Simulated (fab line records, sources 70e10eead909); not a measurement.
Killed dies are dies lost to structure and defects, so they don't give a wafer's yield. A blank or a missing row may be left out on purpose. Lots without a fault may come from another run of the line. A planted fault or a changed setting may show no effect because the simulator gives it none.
fab line records | flow nand_harc
record lots=6 wafers=18 last_day=32
route steps=1302 shown A_SLIT@925 END@1302
lots that met no fault: from a run of the same line without faults
start_h: hours from the record's first day to the start of the lot's first wafer shown | wait_h: hours since the lot's step before | " the same as in the row above | L1.1+2: a row that stands for several wafers | - no value, or no start given | * or withheld: withheld | < > ~ a bound
route shown NAME@n: a module of which the file shows steps, and the number in the route of the first | usual: mean/standard deviation of fault-free wafers | same: alike in all rows | chamber/n: place in a boat | sites: the reading at each site | _std_site: their standard deviation | _edge_site: outer sites' mean less inner sites' | radius_mm: how far each site lies from the wafer's centre | mask NAME#n: copy n | behind: the tool/chamber that last shaped the wafer | hold: why the lot was held/for how many hours/how that ended | device: the transistor (n, p or np) that didn't switch | end of line: the same wafers' tests at the end of the route | a step without rows: its recipe alone | killed: dies lost to structure and defects at the first sort, not the wafer's yield | map: a wafer's dies, x killed, . not, _ none there
set.NAME: the setting as run; set.NAME@STEP: as run at that earlier step | model.NAME: the simulator's own value behind a step, which no gauge read
lots at some steps of the route; a table a step, a row a wafer
services: from which hour (start_h, from the record's first day; less than 0 if before it) a tool's chamber was out of use, for how many hours, and why
## steps
# step NHARC_A_SLIT_DEHYDRATE_01
# recipe temp_c=150 time_s=120
# step NHARC_A_SLIT_HMDS_02
# recipe time_s=30
# step NHARC_A_SLIT_COAT_03
# recipe spin_rpm=1500 resist_thk_nm=90
# step NHARC_A_SLIT_SOFTBAKE_04
# recipe temp_c=105 time_s=55
# step NHARC_A_SLIT_EBR_05
# step NHARC_A_SLIT_EXPOSE_06
# recipe na=1.35 dose_mj=60.82 mask_id=SLIT
# step NHARC_A_SLIT_PEB_07
# recipe peb_temp_c=100 peb_time_s=65
# step NHARC_A_SLIT_DEVELOP_08
# recipe develop_time_s=35 dev_temp_c=23
# step NHARC_A_SLIT_CD_MEAS_09
# recipe target_cd_nm=300 landing_energy_ev=500
# usual cd_nm=299.9/0.73
# columns lot.wafer tool chamber start_h wait_h cd_nm
L695.1 cd_sem-02 0 466.59 - 301.5
L695.5 " 0 " " 300.1
L695.6 " 0 " " 300.2
L697.1 cd_sem-01 0 470.96 - 300.1
L697.4 " 0 " " 299.2
L697.5 " 0 " " 298.3
L712.1 cd_sem-03 0 625.93 - 299.8
L712.2 " 0 " " 300.2
L712.6 " 0 " " 298.8
L714.1 cd_sem-02 0 645.08 - 299.6
L714.4 " 0 " " 299.8
L714.5 " 0 " " 300.2
L715.2 cd_sem-02 0 648.30 - 298.4
L715.5 " 0 " " 299.3
L715.6 " 0 " " 299.6
L718.2 cd_sem-02 0 670.71 - 300.8
L718.5 " 0 " " 299.4
L718.6 " 0 " " 299.0
# step NHARC_A_SLIT_OVL_MEAS_10
# usual overlay_x_nm=-0.2/0.99 overlay_y_nm=-0.1/0.62
# columns lot.wafer tool chamber start_h wait_h overlay_x_nm overlay_y_nm
L695.1 overlay-01 - 466.69 - -0.3 -0.6
L695.5 " - " " -0.4 0.0
L695.6 " - " " 0.0 -0.6
L697.1 overlay-01 - 471.05 - -1.0 0.4
L697.4 " - " " -1.0 0.8
L697.5 " - " " -1.3 -0.2
L712.1 overlay-01 - 626.02 - -1.3 0.1
L712.2 " - " " -1.3 0.5
L712.6 " - " " -1.1 0.6
L714.1 overlay-02 - 645.17 - 1.7 0.1
L714.4 " - " " 1.4 0.9
L714.5 " - " " 1.7 0.5
L715.2 overlay-02 - 648.39 - -0.3 -0.7
L715.5 " - " " -0.3 -0.9
L715.6 " - " " -0.7 -0.8
L718.2 overlay-02 - 670.79 - -0.9 0.7
L718.5 " - " " -0.6 1.0
L718.6 " - " " -1.0 0.6
# step NHARC_A_SLIT_INSPECT_11
# usual raw_defect_count=61/32
# columns lot.wafer tool chamber start_h wait_h raw_defect_count
L695.1 defect_inspect-02 - 466.73 0.0 62
L695.5 " - " " 67
L695.6 " - " " 68
L697.1 defect_inspect-01 - 471.09 0.0 131
L697.4 " - " " 118
L697.5 " - " " 120
L712.1 defect_inspect-01 - 626.06 0.0 58
L712.2 " - " " 68
L712.6 " - " " 64
L714.1 defect_inspect-01 - 645.21 0.0 30
L714.4 " - " " 27
L714.5 " - " " 26
L715.2 defect_inspect-01 - 648.43 0.0 89
L715.5 " - " " 76
L715.6 " - " " 80
L718.2 defect_inspect-02 - 670.83 0.0 9
L718.5 " - " " 9
L718.6 " - " " 15
# step NHARC_A_SLIT_DESCUM_14
# recipe time_s=3 o2_flow_sccm=200 ar_flow_sccm=0 bias_power_w=0 chemistry=O2
# usual drypump_motor_current_A=6.0/0.41 oes_product_au=0.996/0.014 rf_vpp_V=57.8/0.8 showerhead_plenum_p_Torr=1.90/0.055 throttle_valve_pct=11.311/0.0087
# columns lot.wafer tool chamber start_h wait_h drypump_motor_current_A oes_product_au rf_hours_counter_h rf_vpp_V showerhead_plenum_p_Torr throttle_valve_pct
L695.1 rie_diel-12 2 466.80 0.1 5.2 1.023 1 56.9 1.85 11.311
L695.5 " 1 " " 5.9 1.013 - 57.7 1.88 11.304
L695.6 " 2 " " 5.2 1.023 - 57.8 1.85 11.316
L697.4 rie_diel-09 1 471.15 0.1 6.2 0.987 8 58.1 1.93 11.332
L697.1 " 0 " " 5.6 0.986 10 57.1 1.83 11.302
L697.5 " 1 " " 6.2 0.985 - 58.9 1.93 11.297
L712.2 rie_diel-09 3 626.19 0.1 6.3 0.979 8 57.6 1.90 11.317
L712.1 " 0 " " 5.7 1.004 8 58.1 1.83 11.324
L712.6 " 3 " " 6.3 0.986 - 59.9 1.90 11.322
L714.4 rie_diel-09 1 645.28 0.1 6.2 1.009 8 58.4 1.93 11.304
L714.1 " 2 " " 6.0 0.979 8 58.3 1.97 11.311
L714.5 " 0 " " 5.6 1.017 - 58.3 1.83 11.323
L715.2 rie_diel-12 0 648.50 0.1 5.6 0.998 1 58.1 1.97 11.313
L715.5 " 2 " " 5.2 1.006 - 56.7 1.85 11.305
L715.6 " 3 " " 6.7 1.026 - 57.0 1.90 11.316
L718.2 rie_diel-12 3 670.91 0.1 6.7 1.021 3 56.6 1.90 11.307
L718.5 " 2 " " 5.2 1.007 - 56.9 1.85 11.310
L718.6 " 3 " " 6.7 1.017 - 58.0 1.90 11.322
# step NHARC_A_SLIT_ETCH_24
# recipe target_depth_a=1210 time_s=60.5 cf4_flow_sccm=100 chf3_flow_sccm=30 ar_flow_sccm=0 rf_w=500 bias_w=200 chemistry=CF4/CHF3
# usual drypump_motor_current_A=6.0/0.41 oes_product_au=0.958/0.017 rf_vpp_V=370.4/1.7 run_length_s=82.0/0.42 showerhead_plenum_p_Torr=1.56/0.043 throttle_valve_pct=16.804/0.0091
# columns lot.wafer tool chamber start_h wait_h drypump_motor_current_A oes_product_au rf_hours_counter_h rf_vpp_V run_length_s showerhead_plenum_p_Torr throttle_valve_pct
L695.1 rie_diel-12 2 466.89 0.1 5.2 0.970 1 367.6 82.4 1.53 16.790
L695.5 " 3 " " 6.7 0.963 - 370.0 81.8 1.56 16.808
L695.6 " 0 " " 5.5 0.954 - 371.8 81.4 1.62 16.803
L697.4 rie_diel-09 1 471.24 0.1 6.2 0.950 8 371.5 82.8 1.59 16.811
L697.1 " 2 " " 6.0 0.968 9 373.1 82.7 1.62 16.816
L697.5 " 1 " " 6.2 0.957 - 372.3 82.3 1.59 16.798
L712.2 rie_diel-09 0 626.28 0.1 5.6 0.986 8 368.7 82.4 1.51 16.800
L712.1 " 1 " " 6.1 0.959 7 371.7 82.3 1.59 16.799
L712.6 " 3 " " 6.3 0.948 - 371.2 66.7 1.56 16.799
L714.4 rie_diel-09 2 645.35 0.1 6.0 0.973 9 371.1 82.3 1.62 16.791
L714.1 " 1 " " 6.2 0.965 8 370.6 82.4 1.59 16.792
L714.5 " 2 " " 6.0 0.971 - 373.8 68.2 1.62 16.790
L715.2 rie_diel-12 2 648.57 0.1 5.2 0.963 2 368.1 82.3 1.52 16.800
L715.6 " 2 " " 5.2 0.964 - 369.4 82.0 1.52 16.811
L715.5 " 3 " " 6.7 0.979 - 370.5 82.0 1.56 16.804
L718.2 rie_diel-12 1 671.01 0.1 6.0 0.962 4 369.1 81.5 1.54 16.794
L718.5 " 2 " " 5.2 0.962 - 368.5 82.4 1.52 16.799
L718.6 " 3 " " 6.6 0.980 - 370.2 81.6 1.56 16.799
# step NHARC_A_SLIT_ETCH_15
# recipe target_depth_a=62000 over_etch_frac=0.3 time_s=1612 ion_energy_ev=150 o2_flow_sccm=400 cos_flow_sccm=20 ar_flow_sccm=0 rf_w=500 bias_w=300 chemistry=O2/COS
# usual cos_flow_sccm=20.00/0.047 drypump_motor_current_A=6.0/0.41 oes_product_au=0.994/0.012 rf_vpp_V=313.9/1.4 run_length_s=1633.5/0.41 showerhead_plenum_p_Torr=3.10/0.085 throttle_valve_pct=28.330/0.0091
# columns lot.wafer tool chamber start_h wait_h cos_flow_sccm drypump_motor_current_A oes_product_au rf_hours_counter_h rf_vpp_V run_length_s showerhead_plenum_p_Torr throttle_valve_pct
L695.1 rie_diel-12 2 - - 19.99 5.2 1.005 1 311.9 1633.5 3.03 28.327
L695.6 " 2 " " 20.03 5.2 1.016 - 313.3 1634.0 3.03 28.333
L695.5 " 3 " " 20.03 6.6 1.005 - 313.2 1633.3 3.10 28.330
L697.1 rie_diel-09 3 - - 20.03 6.4 0.983 9 313.7 1633.4 3.11 28.334
L697.4 " 1 " " 20.03 6.2 0.980 9 313.6 1633.8 3.15 28.319
L697.5 " 2 " " 20.02 6.0 1.006 - 314.4 1633.7 3.22 28.350
L712.1 rie_diel-09 3 - - 20.01 6.4 0.988 9 314.8 1633.2 3.10 28.323
L712.2 " 2 " " 20.01 6.0 0.984 8 314.5 1633.7 3.22 28.324
L712.6 " 3 " " 20.08 6.3 0.994 - 313.8 1633.0 3.10 28.339
L714.1 rie_diel-09 3 - - 20.04 6.3 0.990 10 314.7 1633.7 3.10 28.329
L714.4 " 0 " " 19.98 5.7 1.010 9 312.0 1633.7 2.99 28.334
L714.5 " 2 " " 19.99 6.0 0.985 - 316.6 1634.1 3.22 28.322
L715.2 rie_diel-12 1 - - 19.92 5.9 1.005 2 314.5 1632.9 3.07 28.348
L715.5 " 1 " " 19.89 5.9 1.011 - 313.6 1632.9 3.07 28.331
L715.6 " 2 " " 20.08 5.2 1.008 - 313.4 1633.7 3.02 28.327
L718.2 rie_diel-12 3 - - 19.97 6.6 1.019 3 313.5 1633.4 3.09 28.329
L718.5 " 3 " " 19.99 6.6 1.017 - 313.9 1633.2 3.10 28.310
L718.6 " 2 " " 19.98 5.2 0.996 - 313.9 1633.5 3.02 28.338
# step NHARC_END_SORT_01
# recipe temp_c=25
# usual killed_at_array=54/12 killed_at_other=0.7/1.1 killed_at_periphery=3.9/2.8 killed_dies=59/13 killed_open=3.4/2 killed_short=2.5/1.7
# same gross_dies=677
# columns lot.wafer tool chamber start_h wait_h hold killed_at_array killed_at_other killed_at_periphery killed_dies killed_open killed_short
L695.1 prober-01 0 577.34 2.5 - 35 1 8 44 3 1
L695.5 prober-01 0 580.54 3.7 - 47 0 4 51 5 5
L695.6 prober-01 0 581.34 4.0 - 51 0 5 56 5 1
L697.1 prober-01 0 585.11 2.5 - 45 0 14 59 4 0
L697.4 prober-01 0 587.51 3.4 - 56 1 8 65 0 4
L697.5 prober-01 0 588.31 3.7 - 66 0 5 71 2 1
L712.1 prober-02 0 735.03 2.5 await_dispo/6.9h/release 52 0 1 53 6 0
L712.2 prober-02 0 735.83 2.8 await_dispo/6.9h/release 45 0 3 48 3 2
L712.6 prober-02 0 739.01 4.0 await_dispo/6.9h/release 666 0 4 670 3 1
L714.1 prober-01 0 752.28 2.5 await_dispo/4.9h/release 49 0 5 54 9 4
L714.4 prober-01 0 754.62 3.3 await_dispo/4.9h/release 41 0 5 46 3 1
L714.5 prober-01 0 755.40 3.6 await_dispo/4.9h/release 655 1 13 669 8 6
L715.2 prober-02 0 765.84 2.8 - 62 1 1 64 4 3
L715.5 prober-02 0 768.24 3.7 - 59 0 4 63 4 3
L715.6 prober-02 0 769.04 4.0 - 52 0 1 53 2 1
L718.2 prober-02 0 774.59 2.9 - 43 2 0 45 2 2
L718.5 prober-02 0 776.99 3.7 - 49 2 2 53 3 4
L718.6 prober-02 0 777.79 4.0 - 48 1 5 54 9 3
# killed by level:class
L695.1 A_CHANNEL_HOLE_D2:chamber_film_flake=26 P_GATE:chamber_film_flake=5 A_SLIT:chamber_film_flake=3 P_CONTACT:geometric_particle:open=2 A_CONTACT:chamber_film_flake=2 P_M1:geometric_particle:open=1 STARTING-WAFER:geometric_particle:short=1 A_CHANNEL_HOLE_D1:chamber_film_flake=1
L695.5 A_CHANNEL_HOLE_D2:chamber_film_flake=25 A_SLIT:chamber_film_flake=4 P_GATE:chamber_film_flake=3 A_ONON_D1:geometric_particle:open=2 A_WL_FILL:geometric_particle:short=2 A_STAIRCASE:chamber_film_flake=2 A_WL_FILL:chamber_film_flake=2 A_CONTACT:chamber_film_flake=2
L695.6 A_CHANNEL_HOLE_D2:chamber_film_flake=30 A_CONTACT:chamber_film_flake=5 A_SLIT:chamber_film_flake=4 P_GATE:chamber_film_flake=3 A_DECK1_JOINT:chamber_film_flake=2 P_BONDPAD:geometric_particle:open=1 A_CHANNEL_FILL_D1:geometric_particle:open=1 A_DECK1_JOINT:geometric_particle:short=1
L697.1 A_CHANNEL_HOLE_D1:chamber_film_flake=20 A_CHANNEL_HOLE_D2:chamber_film_flake=16 P_BONDPAD:chamber_film_flake=6 P_GATE:chamber_film_flake=4 A_STAIRCASE:chamber_film_flake=3 P_STI:chamber_film_flake=2 A_DECK1_JOINT:chamber_film_flake=2 P_GATE:geometric_particle:open=1
L697.4 A_CHANNEL_HOLE_D2:chamber_film_flake=27 A_CHANNEL_HOLE_D1:chamber_film_flake=21 P_BONDPAD:chamber_film_flake=3 P_GATE:chamber_film_flake=2 A_STAIRCASE:chamber_film_flake=2 A_DECK1_JOINT:chamber_film_flake=2 P_CONTACT:geometric_particle:short=1 A_ONON_D1:geometric_particle:short=1
L697.5 A_CHANNEL_HOLE_D1:chamber_film_flake=30 A_CHANNEL_HOLE_D2:chamber_film_flake=25 A_STAIRCASE:chamber_film_flake=4 P_GATE:chamber_film_flake=3 A_WL_FILL:chamber_film_flake=2 A_CONTACT:chamber_film_flake=2 P_STI:geometric_particle:short=1 A_BLC:geometric_particle:open=1
L712.1 A_SLIT:chamber_film_flake=26 A_CONTACT:chamber_film_flake=8 A_CHANNEL_HOLE_D2:chamber_film_flake=5 A_CHANNEL_HOLE_D1:chamber_film_flake=2 A_DECK1_JOINT:chamber_film_flake=2 A_CHANNEL_FILL_D2:chamber_film_flake=2 P_CONTACT:geometric_particle:open=1 A_ONON_D1:geometric_particle:open=1
L712.2 A_SLIT:chamber_film_flake=22 A_CHANNEL_HOLE_D2:chamber_film_flake=8 A_CHANNEL_HOLE_D1:chamber_film_flake=5 P_GATE:geometric_particle:open=2 A_DECK1_JOINT:chamber_film_flake=2 A_STAIRCASE:chamber_film_flake=2 A_CONTACT:chamber_film_flake=2 A_CHANNEL_FILL_D1:geometric_particle:short=1
L712.6 A_SLIT:area_etch=605 A_SLIT:chamber_film_flake=24 A_CHANNEL_HOLE_D1:chamber_film_flake=15 A_CHANNEL_HOLE_D2:chamber_film_flake=11 A_CONTACT:chamber_film_flake=4 A_DECK1_JOINT:chamber_film_flake=3 P_CONTACT:geometric_particle:open=2 A_SGD_CUT:chamber_film_flake=2
L714.1 A_SLIT:chamber_film_flake=20 A_CHANNEL_HOLE_D1:chamber_film_flake=5 A_CONTACT:chamber_film_flake=4 A_CHANNEL_HOLE_D2:chamber_film_flake=3 A_BLC:geometric_particle:open=2 P_BONDPAD:chamber_film_flake=2 P_GATE:geometric_particle:short=1 A_ONON_D1:geometric_particle:open=1
L714.4 A_SLIT:chamber_film_flake=23 A_CHANNEL_HOLE_D1:chamber_film_flake=5 A_CONTACT:chamber_film_flake=5 P_GATE:chamber_film_flake=3 P_BONDPAD:chamber_film_flake=2 A_CHANNEL_HOLE_D2:chamber_film_flake=2 A_ONON_D1:geometric_particle:open=1 A_ONON_D1:geometric_particle:short=1
L714.5 A_SLIT:area_etch=607 A_SLIT:chamber_film_flake=21 A_CONTACT:chamber_film_flake=12 P_BONDPAD:chamber_film_flake=5 A_CHANNEL_HOLE_D1:chamber_film_flake=4 P_GATE:chamber_film_flake=3 P_M0:geometric_particle:open=2 A_ONON_D2:geometric_particle:short=2
L715.2 A_CHANNEL_HOLE_D2:chamber_film_flake=23 A_SLIT:chamber_film_flake=17 A_CHANNEL_HOLE_D1:chamber_film_flake=8 A_STAIRCASE:chamber_film_flake=5 A_CHANNEL_FILL_D2:geometric_particle:open=2 A_CHANNEL_FILL_D1:geometric_particle:open=1 A_DECK1_JOINT:geometric_particle:short=1 A_CONTACT:geometric_particle:short=1
L715.5 A_SLIT:chamber_film_flake=21 A_CHANNEL_HOLE_D2:chamber_film_flake=19 A_STAIRCASE:chamber_film_flake=5 P_GATE:chamber_film_flake=4 A_CHANNEL_HOLE_D1:chamber_film_flake=4 A_CHANNEL_FILL_D2:chamber_film_flake=3 A_SOURCE_PLATE:geometric_particle:short=1 A_CHANNEL_FILL_D1:geometric_particle:short=1
L715.6 A_CHANNEL_HOLE_D2:chamber_film_flake=15 A_SLIT:chamber_film_flake=13 A_CHANNEL_HOLE_D1:chamber_film_flake=9 A_STAIRCASE:chamber_film_flake=6 A_CHANNEL_FILL_D2:chamber_film_flake=5 A_CONTACT:geometric_particle:open=2 A_CONTACT:chamber_film_flake=2 P_CONTACT:geometric_particle:short=1
L718.2 A_SLIT:chamber_film_flake=28 A_CONTACT:chamber_film_flake=5 A_M1:chamber_film_flake=5 THIN_TSV:chamber_film_flake=2 A_ONON_D1:geometric_particle:open=1 A_CHANNEL_FILL_D1:geometric_particle:short=1 A_SGD_CUT:geometric_particle:open=1 A_CONTACT:geometric_particle:short=1
L718.5 A_SLIT:chamber_film_flake=27 A_CONTACT:chamber_film_flake=7 A_CHANNEL_HOLE_D1:chamber_film_flake=2 A_WL_FILL:chamber_film_flake=2 A_M1:chamber_film_flake=2 THIN_TSV:chamber_film_flake=2 P_CONTACT:geometric_particle:open=1 A_ONON_D1:geometric_particle:short=1
L718.6 A_SLIT:chamber_film_flake=28 A_CONTACT:chamber_film_flake=7 A_WL_FILL:geometric_particle:open=3 A_M1:chamber_film_flake=2 P_CONTACT:geometric_particle:open=1 P_CONTACT:geometric_particle:short=1 P_M0:geometric_particle:open=1 P_M1:geometric_particle:short=1
# map L712.6 (x killed, . not)
____________x____________
_________xxxxxxx_________
_______xxxxxxxxxxx_______
______xxxxxxxxxxxxx______
_____xxxxxxxxxxxxxxx_____
____xxxxxxxxxxxxxxxxx____
____xxxxxxxxxxxxxxxxx____
___xxxxxxxxxxxxxxxxxxx___
___xxxxxxxxxxxxxxxxxxx___
__xxxxxxxxxxxxxxxxxxxxx__
__xxxxxxxxxxxxxxxxxxxxx__
_xxxxxxxxxxxxxxxxxxxxxxx_
_xxxxxxx.xxxxxxxxxxxxxxx_
_xxxxxxx.xxxxxxxxxxxxxxx_
_xxxxxx.xxxxxxxxxxxxxxxx_
_xxxxxxxxxxxxxxxxxxxxxxx_
xxxxxxxxxxxxxxxxxxxxxxxxx
xxxxxxxxxxxxxxxxxxxxxxxxx
xxxxxxxxx.xxxxxxxxxxxxxxx
xxxxxxxxxx..xxxxxxxxxxxxx
xxxxxxxxxxxxxxxxxxxxxxxxx
_xxxxxxxxxxxxx.xxxxxxxxx_
_xxxxxxxxxxxxxxxxxxxxxxx_
_xxxxxxxxxxxxxxxxxxxxxxx_
_xxxxxxxxxxxxxxxxxxxxxxx_
_xxxxxxxxxxxxxxxxxxxxxxx_
__xxxxxxxxxxxxxxxxxxxxx__
__xxxxxxxxxxxxxxxxxxxxx__
___xxxxxxxxxxxxxxxxxxx___
___xxxxxxxxxxxxxxxxxxx___
____xxxxxxxxxxxxxxxxx____
____xxxxxxxxxxxxxxxxx____
_____xxxxxxxxxxxxxxx_____
______xxxxxxxxxxxxx______
_______xxxxxxxxxxx_______
_________xxxxxxx_________
____________x____________
# map L714.5 (x killed, . not)
____________x____________
_________xxxxxxx_________
_______xxxxxxxxxxx_______
______xxxxxxxxxxxxx______
_____xxxxxxxxxxxxxxx_____
____xxxxxxxxxxxxxxxxx____
____xxxxxxxxxxxxxxxxx____
___xxxxxxxxxxxxxxxxxxx___
___xxxxxxxxxxxxxxxxxxx___
__xxxxxxxxxxxxxxxxxxxxx__
__xxxxxxxxxxxxxxxxxxxxx__
_xxxxxxxxxxxxxxxxxxxxxxx_
_xxxxxxxxxxxxxxxxxxxxxxx_
_xxxxxxxxxxxxxxxxxxxxxxx_
_xxxxxxxxxxxxxxxxxxxxxxx_
_xxxxxxxxx.xxxxxxxxxxxxx_
xxxxxxxxxxxxxxxxxxxxxxxxx
xxxxxxxxxxxxxxxxxxxxxxxxx
xxxxxxxxxxxx..x.xxxxxxxxx
xxxxxxxxxxxxxxxxxxxxxxxxx
xxxxxxxxxxxxxxxxxxxxxxxxx
_xxxxx.xxxx.xxxxxxxxxxxx_
_xxxxxxxxxxxxxxxxxxxxxxx_
_xxxxxxxxxxxxxxxxxxxxxxx_
_xxxxxxxxxxxxxxxxxxxxxxx_
_xxxxxxxxxxxxxxxxxxxxxxx_
__xxxxxxxxxxxxxxxxxxxxx__
__xxxxxxxxxx.xxx.xxxxxx__
___xxxxxxxxxxxxxxxxxxx___
___xxxxxxxxxxxxxxxxxxx___
____xxxxxxxxxxxxxxxxx____
____xxxxxxxxxxxxxxxxx____
_____xxxxxxxxxxxxxxx_____
______xxxxxxxxxxxxx______
_______xxxxxxxxxxx_______
_________xxxxxxx_________
____________x____________
## services
# columns tool chamber start_h hours kind
rie_diel-12 - 445.40 9.0 pm
rie_diel-12 0 445.40 10.3 vent_cycle
rie_diel-12 1 445.40 9.0 vent_cycle
rie_diel-12 2 445.40 9.0 vent_cycle
rie_diel-12 3 445.40 9.0 vent_cycle
rie_diel-09 0 451.60 - clean
rie_diel-09 1 451.60 - clean
rie_diel-09 2 451.60 - clean
rie_diel-09 3 451.60 - clean
rie_diel-12 1 454.40 - clean
rie_diel-12 2 454.40 - clean
rie_diel-12 3 454.40 - clean
rie_diel-09 0 476.10 - clean
rie_diel-09 1 476.10 - clean
rie_diel-09 2 476.10 - clean
rie_diel-12 2 477.75 9.0 repair
rie_diel-09 - 497.10 9.0 pm
rie_diel-12 1 503.73 2.2 repair
rie_diel-12 3 544.68 7.4 repair
rie_diel-12 2 568.79 6.8 repair
rie_diel-12 0 609.59 7.3 repair
rie_diel-12 - 622.40 9.0 pm
rie_diel-12 0 667.13 4.9 repair
rie_diel-09 0 670.44 4.8 repair
## key
first_sign step=NHARC_A_SLIT_ETCH_24 reading=run_length_s direction=down sigmas=35 usual=* struck=*
effect step=NHARC_END_SORT_01 reading=killed_at_array direction=up sigmas=49 usual=54 struck=660
more_kills_born_at NHARC_A_SLIT_ETCH_24@rie_diel-09=1212
met_at NHARC_A_SLIT_ETCH_24
struck_wafers L712.6,L714.5
later_rows_left_out L712.6,L714.5
tester_left_out L712,L714
onset_between 471.24 626.28
fault kind=process_parameter_drift tool=rie_diel-09 chamber=- onset_h=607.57 steps=NHARC_A_SLIT_ETCH_24 channel=time_s offset=* shape=step end_h=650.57 scope=struck_wafers_only acts_in=* stated=*
# tester_left_out: of these lots the tester's yield and bins aren't shown, on N5 and GAA mostly nor the transistor test; their killed dies are dies lost to structure and defects alone, not to doping, threshold or leakage, so they don't give the yield
# later_rows_left_out: the simulator's readings of these wafers behind a module that went badly wrong aren't trusted and aren't shown, but for the sort
